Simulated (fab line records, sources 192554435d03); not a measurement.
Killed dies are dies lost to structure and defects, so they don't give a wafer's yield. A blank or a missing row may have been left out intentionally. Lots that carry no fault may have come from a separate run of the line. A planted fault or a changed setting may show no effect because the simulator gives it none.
Problem report, 8D (eight disciplines) form, completed by code ; flow n5 finfet ; the parts of the form that need people (team, actions taken, sign-off) are left out

== 1. PROBLEM STATEMENT ==
At N5_BEOL_M1_COAT_73, spin speed rpm averages 1437.0 rpm over 6 wafers from 2 lots, while fault-free wafers read 1500.0 rpm, standard deviation 0.81. Measured from the usual mean, that is -78 standard deviations.
The step: time 60 s, resist thk 5 nm.
First observed at day 6 19:55: wafer L763.1, on litho track-04. Wafers with a number at this step in the record: 33, from 11 lots. Rule for "out" (also "out of limits"): further than 4 standard deviations from the usual mean. Any other wafer with a number is counted as sound.

== 2. WHAT IT IS, WHAT IT ISN'T ==
question;is;is not
which readings at this step;spin speed rpm;exhaust pa
which lots;L763, L768;L760, L765, L773, L775, L776, L778, L779, L781, L782
which wafers of those lots;all that have a number;-
read on which tools;litho track-04;litho track-01, litho track-02
when;from day 6 19:55;"up to then (3 sound wafers); but 24 sound wafers of L765, L773, L775, L776, L778, L779, L781, L782 came after"

== 3. THE SUSPECTS, EACH WITH WHAT RULES IT OUT ==
Counting: any tool at a process step up to the reading is kept as a suspect provided that every lot that is out went through it and no sound lot did after the first of them.
- litho track-04 at N5_BEOL_M1_COAT_73 (time 60 s, resist thk 5 nm): ruled out as a lasting fault. After its first lot that is out, L763 (day 6 19:55), sound lots L778 ran on it.
Left after counting: nothing in the record.

== 4. THE CAUSE (what the simulator had put in) ==
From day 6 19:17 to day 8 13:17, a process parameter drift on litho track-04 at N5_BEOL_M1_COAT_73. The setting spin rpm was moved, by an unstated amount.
Counting ruled it out, wrongly.

== 5. THE CHAIN OF EFFECTS, in route order ==
Each row: a reading whose mean over the struck wafers that have a number lies more than 3 standard deviations from the usual. Only readings whose record carries a usual standard deviation are examined. hours: median over the lots of the time between each lot's start at the first step of this table that gives one and its start at this step. sigmas: the change, counted in usual standard deviations.
hours;step;reading;usual;on struck wafers;change;sigmas
0;N5_BEOL_M1_COAT_73;spin speed rpm;1500.0 rpm;1437.0;-63.0;-78
Here are the process steps it includes:
- N5_BEOL_M1_COAT_73: time 60 s, resist thk 5 nm.
At these later measuring or inspecting steps, every struck wafer for which the step has a row has a number for every such reading, and none has moved that far: N5_BEOL_M4_RC_MEAS_101.

== 6. HOW IT WOULD HAVE BEEN CAUGHT EARLIER ==
In this record the first reading out of limits was taken at day 6 19:55, 1 hour after the fault began at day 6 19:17.
